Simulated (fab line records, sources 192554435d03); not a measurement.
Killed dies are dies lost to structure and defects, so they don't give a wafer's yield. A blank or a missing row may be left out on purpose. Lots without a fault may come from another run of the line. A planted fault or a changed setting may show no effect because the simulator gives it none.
Chamber matching | flow n5_finfet | N5_BEOL_M0_SAQP_MANDREL_ETCH_103 on rie_si-06: 4 sister chambers
The step etches a-Si in HBr/Cl2, stops on SiCN, target depth 45 nm, bt time 10 s, time 27 s. 20 wafers are shown with their chamber, then 10 later ones without.

WAFERS WITH THEIR CHAMBER
wafer  | chamber | throttle_valve_pct (%) | drypump_motor_current_A (A) | oes_product_au (a.u.)
L074.2 | 3       | 36.1                   | 5.5                         | 0.684
L074.3 | 1       | 35.1                   | 5.5                         | 0.705
L074.5 | 3       | 36.1                   | 5.5                         | 0.704
L075.1 | 1       | 35.1                   | 5.5                         | 0.696
L075.3 | 2       | 35.7                   | 5.8                         | 0.685
L075.5 | 3       | 36.1                   | 5.5                         | 0.691
L077.2 | 1       | 35.1                   | 5.5                         | 0.692
L077.5 | 2       | 35.7                   | 5.9                         | 0.703
L077.6 | 3       | 36.0                   | 5.5                         | 0.707
L078.1 | 2       | 35.7                   | 5.9                         | 0.689
L078.2 | 0       | 35.0                   | 6.4                         | 0.669
L078.4 | 1       | 35.1                   | 5.5                         | 0.698
L079.1 | 2       | 35.8                   | 5.8                         | 0.679
L079.2 | 1       | 35.1                   | 5.5                         | 0.703
L079.5 | 2       | 35.7                   | 5.8                         | 0.688
L084.2 | 3       | 36.1                   | 5.5                         | 0.684
L084.5 | 3       | 36.1                   | 5.5                         | 0.686
L084.6 | 0       | 35.0                   | 6.3                         | 0.666
L085.1 | 1       | 35.1                   | 5.5                         | 0.698
L085.4 | 3       | 36.1                   | 5.5                         | 0.695

SIGNATURES (means of the wafers above)
reading                 | chamber 0 | chamber 1 | chamber 2 | chamber 3 | scatter within a chamber
throttle_valve_pct      | 35.000    | 35.100    | 35.720    | 36.086    | 0.0322
drypump_motor_current_A | 6.350     | 5.500     | 5.840     | 5.500     | 0.0326
oes_product_au          | 0.66750   | 0.69867   | 0.68880   | 0.69300   | 0.00776
Rule: a wafer's distance from a chamber is the root of the sum, over the readings, of the square of ((its reading less the chamber's mean) divided by the reading's scatter). The wafer belongs to the nearest chamber; if the next one is less than 2 further off, it can't be placed. The scatter: the root of (the sum of the squares of (reading less its chamber's mean) over the shown wafers, divided by (wafers less chambers)).

WAFERS WITHOUT THEIR CHAMBER
wafer  | throttle_valve_pct (%) | drypump_motor_current_A (A) | oes_product_au (a.u.)
L085.5 | 36.1                   | 5.5                         | 0.692
L088.1 | 36.1                   | 5.5                         | 0.693
L088.2 | 35.0                   | 6.3                         | 0.666
L088.4 | 35.0                   | 6.3                         | 0.672
L092.1 | 35.1                   | 5.5                         | 0.711
L092.2 | 35.7                   | 5.8                         | 0.686
L092.5 | 35.1                   | 5.5                         | 0.707
L095.1 | 35.1                   | 5.5                         | 0.699
L095.4 | 35.8                   | 5.9                         | 0.684
L095.5 | 35.1                   | 5.4                         | 0.715

WHICH CHAMBER EACH WENT THROUGH
wafer  | from the rows above | in truth
L085.5 | 3                   | 3
L088.1 | 3                   | 3
L088.2 | 0                   | 0
L088.4 | 0                   | 0
L092.1 | 1                   | 1
L092.2 | 2                   | 2
L092.5 | 1                   | 1
L095.1 | 1                   | 1
L095.4 | 2                   | 2
L095.5 | 1                   | 1
Placed correctly: 10 of 10. Can't be placed from these rows: 0. Placed wrongly: 0.
